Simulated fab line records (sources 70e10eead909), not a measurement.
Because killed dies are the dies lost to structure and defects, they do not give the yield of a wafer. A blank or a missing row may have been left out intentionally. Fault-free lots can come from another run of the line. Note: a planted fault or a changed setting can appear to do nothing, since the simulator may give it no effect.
Which tool is to blame?    flow nand harc    Sampling: 6 lots, 18 wafers, 5 of 1302 route steps

## WHAT THE GAUGES READ, wafer by wafer
NHARC_END_SORT_01.
lot   measured      on         killed at other
L336  day 26 04:16  prober-02  3 3 4
L340  day 28 12:00  prober-02  1
L342  day 29 01:08  prober-01  0 0 0
L344  day 29 10:28  prober-02  1 1 1

## TOOL THAT RAN EACH LOT (tool first, then ch and the chambers of the sampled wafers, then the start)
lot   NHARC_P_CONTACT_PRE_CLEAN_39  NHARC_THIN_TSV_STRIP_45               NHARC_THIN_TSV_PRE_CLEAN_50              NHARC_THIN_TSV_ETCH_36
L334  pvd sputter-01, day 7 02:23   plasma asher-01 ch 0, day 24 20:14    pvd sputter-01, day 25 01:30 or earlier  rie metal-03 ch 0,1, day 25 01:30
L336  pvd sputter-01, day 7 14:33   plasma asher-01 ch 0, day 25 03:32    pvd sputter-01, day 25 08:57 or earlier  rie metal-01 ch 0,1, day 25 08:57
L338  pvd sputter-03, day 8 19:57   plasma asher-01 ch 0,1, day 26 13:35  pvd sputter-01, day 26 18:51 or earlier  rie metal-03 ch 0,1, day 26 18:51
L340  pvd sputter-02, day 9 10:35   plasma asher-02 ch 0,1, day 27 21:45  pvd sputter-01, day 28 03:02 or earlier  rie metal-02 ch 0, day 28 03:02
L342  pvd sputter-01, day 10 09:20  plasma asher-02 ch 0,1, day 28 04:14  pvd sputter-03, day 28 09:37 or earlier  rie metal-01 ch 0,1, day 28 09:37
L344  pvd sputter-03, day 10 22:56  plasma asher-02 ch 0,1, day 28 20:27  pvd sputter-03, day 29 01:53 or earlier  rie metal-01 ch 0,1, day 29 01:53
- NHARC_P_CONTACT_PRE_CLEAN_39: time 19.5 s.
- NHARC_THIN_TSV_STRIP_45: strips in O2.
- NHARC_THIN_TSV_PRE_CLEAN_50: time 30 s.
- NHARC_THIN_TSV_ETCH_36: etches the open film in Cl2/BCl3, target depth 65 nm, time 18.571 s.

## THE ANSWER, worked out from the rows above alone
Rule: usual is defined by the lots themselves. Put in order of their means at a reading, lots are off if they are a third of the lots or fewer, leave a main group of 4 or more, and stand apart from it by a gap of 3 or more times the standard deviation of the main group's means; of several such gaps the widest counts. Not used: any main group whose means are identical at the precision the tables above print for the reading. Also off: a lot with no number at a reading for which 4 or more lots have one. All remaining lots with rows at the step are treated as sound.
Nothing can be told from this: no lot is off at any reading shown.

## WHAT THE SIMULATOR HAD INSERTED
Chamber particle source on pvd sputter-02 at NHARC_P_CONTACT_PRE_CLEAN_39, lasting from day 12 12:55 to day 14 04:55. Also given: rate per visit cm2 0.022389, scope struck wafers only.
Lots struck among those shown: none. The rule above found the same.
